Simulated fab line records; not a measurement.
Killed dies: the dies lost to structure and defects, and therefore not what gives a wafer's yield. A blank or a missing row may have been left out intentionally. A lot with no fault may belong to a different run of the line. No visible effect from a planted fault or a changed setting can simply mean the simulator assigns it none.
Chamber matching + flow nand-harc + NHARC_A_CONTACT_ETCH_106 on rie-diel-12: 4 sister chambers
The step etches the open film in CF4/O2, target depth 90 nm, overetch 9 nm, time 49.5 s. 4 wafers are shown with their chamber, then 11 later ones without.

== EACH WAFER AND ITS CHAMBER ==
| wafer  | chamber | showerhead-plenum-p-Torr (Torr) |
|--------|---------|---------------------------------|
| L084.1 | 2       | 1.41                            |
| L084.2 | 1       | 1.35                            |
| L084.4 | 3       | 1.39                            |
| L088.2 | 0       | 1.44                            |

== WAFERS MISSING THEIR CHAMBER ==
| wafer  | showerhead-plenum-p-Torr (Torr) |
|--------|---------------------------------|
| L088.4 | 1.44                            |
| L088.5 | 1.39                            |
| L089.3 | 1.39                            |
| L089.4 | 1.41                            |
| L089.5 | 1.44                            |
| L091.2 | 1.35                            |
| L091.4 | 1.41                            |
| L091.6 | 1.39                            |
| L093.1 | 1.40                            |
| L093.2 | 1.35                            |
| L093.4 | 1.35                            |

== EACH ONE'S CHAMBER ==
| wafer  | from the rows above     | in truth |
|--------|-------------------------|----------|
| L088.4 | 0                       | 0        |
| L088.5 | 3                       | 3        |
| L089.3 | 3                       | 3        |
| L089.4 | 2                       | 2        |
| L089.5 | 0                       | 0        |
| L091.2 | 1                       | 1        |
| L091.4 | 2                       | 2        |
| L091.6 | 3                       | 3        |
| L093.1 | can't be placed: 2 or 3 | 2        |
| L093.2 | 1                       | 1        |
| L093.4 | 1                       | 1        |
Correct placement for 10 of the 11. Can't be placed from these rows: 1 (the true chamber is among the candidates in 1). Number placed wrongly: 0.
How it was worked out, from the rows above alone: a wafer's distance from a chamber is the root of the sum, over the readings, of the square of ((its reading less the chamber's mean) divided by the reading's scatter). If the next closest chamber is less than 2 further off than the closest, the wafer can't be placed; otherwise it belongs to the closest. Each chamber's mean is taken over the wafers shown for it. The scatter (one wafer shown for each chamber): square how far every hidden wafer sits from the nearest shown wafer, average those squares and take the square root.
